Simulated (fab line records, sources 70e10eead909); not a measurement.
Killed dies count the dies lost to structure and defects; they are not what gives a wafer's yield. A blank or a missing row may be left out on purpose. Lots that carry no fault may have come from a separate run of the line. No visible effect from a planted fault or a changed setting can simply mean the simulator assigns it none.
Matching of chambers -- flow nand-harc -- NHARC_P_M1_PRE_CLEAN_32 on pecvd-02: 3 sister chambers
The step time 12 s. 24 wafers are shown with their chamber, then 12 later ones without.

## WAFERS WITH THEIR CHAMBER
wafer,chamber,heater-power-w (W)
L074.1,1,519
L074.5,0,625
L074.6,1,534
L074.2,0,630
L074.3,2,583
L074.4,2,576
L077.1,2,552
L077.3,1,574
L077.4,0,637
L080.2,1,547
L080.4,2,478
L080.5,1,536
L081.1,1,549
L081.3,0,690
L081.4,0,693
L086.1,0,573
L086.2,1,602
L086.4,0,573
L089.3,2,529
L089.5,1,502
L089.6,2,517
L087.1,1,519
L087.3,2,531
L087.6,0,653

SIGNATURES, as means of the wafers listed above
reading,chamber 0,chamber 1,chamber 2,scatter within a chamber
heater-power-w,634.25,542.44,538.00,37.7
Rule: a wafer's distance from a chamber is the root of the sum, over the readings, of the square of ((its reading less the chamber's mean) divided by the reading's scatter). The wafer belongs to the nearest chamber; if the next one is less than 2 further off, it can't be placed. The scatter: the root of (the sum of the squares of (reading less its chamber's mean) over the shown wafers, divided by (wafers less chambers)).

## WAFERS WITH NO CHAMBER GIVEN
wafer,heater-power-w (W)
L092.2,657
L092.4,625
L092.6,632
L093.3,551
L093.5,542
L093.6,670
L095.1,689
L095.3,550
L095.5,550
L094.1,592
L094.3,591
L094.4,578

## CHAMBER TAKEN BY EACH
wafer,from the rows above,in truth
L092.2,0,0
L092.4,can't be placed: 0 or 1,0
L092.6,0,0
L093.3,can't be placed: 1 or 2 or 0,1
L093.5,can't be placed: 1 or 2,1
L093.6,0,0
L095.1,0,0
L095.3,can't be placed: 1 or 2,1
L095.5,can't be placed: 1 or 2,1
L094.1,can't be placed: 0 or 1 or 2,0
L094.3,can't be placed: 0 or 1 or 2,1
L094.4,can't be placed: 1 or 2 or 0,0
Correctly placed: 4 of 12. These rows do not allow placing 8 (true chamber among the candidates in 8). Placed wrongly: 0.
